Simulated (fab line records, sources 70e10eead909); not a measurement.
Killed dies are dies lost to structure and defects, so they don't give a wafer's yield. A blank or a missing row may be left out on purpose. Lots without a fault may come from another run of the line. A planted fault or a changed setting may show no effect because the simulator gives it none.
Which tool did it? | flow nand_harc | 13 lots, 39 wafers sampled, at 4 steps of a route of 1302

WHAT THE GAUGES READ, wafer by wafer
NHARC_P_STI_INSPECT_25.
lot  | measured     | on                | raw_defect_count
L503 | day 4 17:40  | defect_inspect-01 | 195 116 214
L509 | day 6 20:54  | defect_inspect-01 | 146 108 127
L511 | day 7 18:02  | defect_inspect-02 | 315 375 186
L514 | day 9 00:49  | defect_inspect-01 | 150 187 152
L517 | day 10 00:25 | defect_inspect-01 | 361 224 396
L516 | day 10 00:25 | defect_inspect-02 | 204 207 154
L518 | day 10 20:14 | defect_inspect-02 | 110 159 106
L519 | day 10 20:14 | defect_inspect-01 | 167 127 175
L520 | day 11 17:38 | defect_inspect-02 | 261 166 192
L521 | day 11 17:38 | defect_inspect-01 | 251 273 373
L523 | day 12 18:15 | defect_inspect-01 | 79 251 245
L524 | day 13 06:32 | defect_inspect-01 | 287 123 143
L525 | day 13 13:01 | defect_inspect-01 | 207 227 202

NHARC_P_GATE_CD_MEAS_26: target cd 120 nm.
lot  | measured     | on        | cd_nm (nm)
L503 | day 5 16:58  | cd_sem-01 | 120.5 120.2 120.2
L509 | day 7 21:42  | cd_sem-02 | 126.2 126.0 126.6
L511 | day 8 17:41  | cd_sem-03 | 127.5 125.8 126.8
L514 | day 9 23:17  | cd_sem-03 | 119.9 119.8 119.6
L517 | day 11 04:24 | cd_sem-03 | 120.4 119.6 121.1
L516 | day 11 03:38 | cd_sem-02 | 119.8 119.6 119.6
L518 | day 11 18:38 | cd_sem-03 | 119.5 120.6 120.0
L519 | day 11 19:18 | cd_sem-02 | 120.5 119.5 119.1
L520 | day 12 16:41 | cd_sem-02 | 121.1 120.4 120.5
L521 | day 12 16:51 | cd_sem-01 | 121.0 119.6 120.3
L523 | day 13 23:07 | cd_sem-01 | 119.2 119.0 120.3
L524 | day 14 07:14 | cd_sem-03 | 119.3 119.5 119.3
L525 | day 14 13:46 | cd_sem-02 | 120.4 120.5 119.8

NHARC_P_GATE_INSPECT_28.
lot  | measured     | on                | raw_defect_count
L503 | day 5 17:05  | defect_inspect-02 | 7 4 4
L509 | day 7 21:50  | defect_inspect-02 | 6 7 4
L511 | day 8 17:49  | defect_inspect-02 | 10 6 6
L514 | day 9 23:24  | defect_inspect-02 | 12 15 5
L517 | day 11 04:31 | defect_inspect-02 | 8 7 7
L516 | day 11 03:46 | defect_inspect-01 | 8 2 6
L518 | day 11 18:45 | defect_inspect-01 | 7 1 9
L519 | day 11 19:25 | defect_inspect-02 | 3 3 8
L520 | day 12 16:49 | defect_inspect-02 | 10 10 8
L521 | day 12 16:58 | defect_inspect-01 | 10 8 8
L523 | day 13 23:14 | defect_inspect-02 | 6 4 3
L524 | day 14 07:22 | defect_inspect-01 | 4 10 7
L525 | day 14 13:54 | defect_inspect-01 | 4 6 6

WHICH TOOL RAN EACH LOT (tool, then ch and the chambers of the sampled wafers, then the start)
lot  | NHARC_P_GATE_PEB_24
L503 | litho_track-01 ch 0, day 5 16:52
L509 | litho_track-01 ch 0, day 7 21:37
L511 | litho_track-01 ch 0, day 8 17:36
L514 | litho_track-06 ch 0, day 9 23:12
L517 | litho_track-01 ch 0, day 11 04:19
L516 | litho_track-01 ch 0, day 11 03:34
L518 | litho_track-01 ch 0, day 11 18:33
L519 | litho_track-04 ch 0, day 11 19:13
L520 | litho_track-04 ch 0, day 12 16:37
L521 | litho_track-01 ch 0, day 12 16:46
L523 | litho_track-06 ch 0, day 13 23:02
L524 | litho_track-04 ch 0, day 14 07:10
L525 | litho_track-04 ch 0, day 14 13:41
- NHARC_P_GATE_PEB_24: peb time 65 s.

WHAT THE TOOLS THEMSELVES READ (means of the sampled wafers that have a number; where no wafer has one, the mark that the record gives instead)
NHARC_P_GATE_PEB_24.
lot  | tool           | heater_power_total_W (W) | plate_temp_C (C)
L503 | litho_track-01 | 156.1                    | 99.94
L509 | litho_track-01 | 152.7                    | 98.20
L511 | litho_track-01 | 152.1                    | 98.21
L514 | litho_track-06 | 156.4                    | 100.18
L517 | litho_track-01 | 156.4                    | 100.13
L516 | litho_track-01 | 156.9                    | 100.03
L518 | litho_track-01 | 156.6                    | 99.88
L519 | litho_track-04 | 156.6                    | 100.03
L520 | litho_track-04 | 156.7                    | 99.97
L521 | litho_track-01 | 156.7                    | 99.99
L523 | litho_track-06 | 156.6                    | 99.96
L524 | litho_track-04 | 156.6                    | 99.99
L525 | litho_track-04 | 156.3                    | 99.95

THE ANSWER, worked out from the rows above alone
Rule: what is usual is taken from the lots themselves. Put in order of their means at a reading, lots are off if they are a third of the lots or fewer, leave a main group of 4 or more, and stand apart from it by a gap of 3 or more times the standard deviation of the main group's means; of several such gaps the widest counts. A main group whose means are all the same, to the digits that the tables above print for the reading, isn't used. A lot without any number at a reading at which 4 lots or more have one is off too. The other lots that the step has rows for count as sound. The gauges are gone through in route order, then the tools' own readings, and for those a lot's mean is taken as printed above. The first step at which some lot is off is used, and at that step the reading that is off furthest; a lot without a number counts as furthest.
Off: L509, L511, at NHARC_P_GATE_CD_MEAS_26 (cd_nm). The main group: mean 120.0 nm, standard deviation 0.4.
A tool fits if, at a process step before that reading, it ran every lot that is off, and no sound lot after the first of them. The gauges at NHARC_P_GATE_CD_MEAS_26 aren't tried: what is off there is off at NHARC_P_GATE_PEB_24 too, on other tools, and a gauge's error can't cause that. None of those tried fits.

WHAT THE SIMULATOR HAD PUT IN
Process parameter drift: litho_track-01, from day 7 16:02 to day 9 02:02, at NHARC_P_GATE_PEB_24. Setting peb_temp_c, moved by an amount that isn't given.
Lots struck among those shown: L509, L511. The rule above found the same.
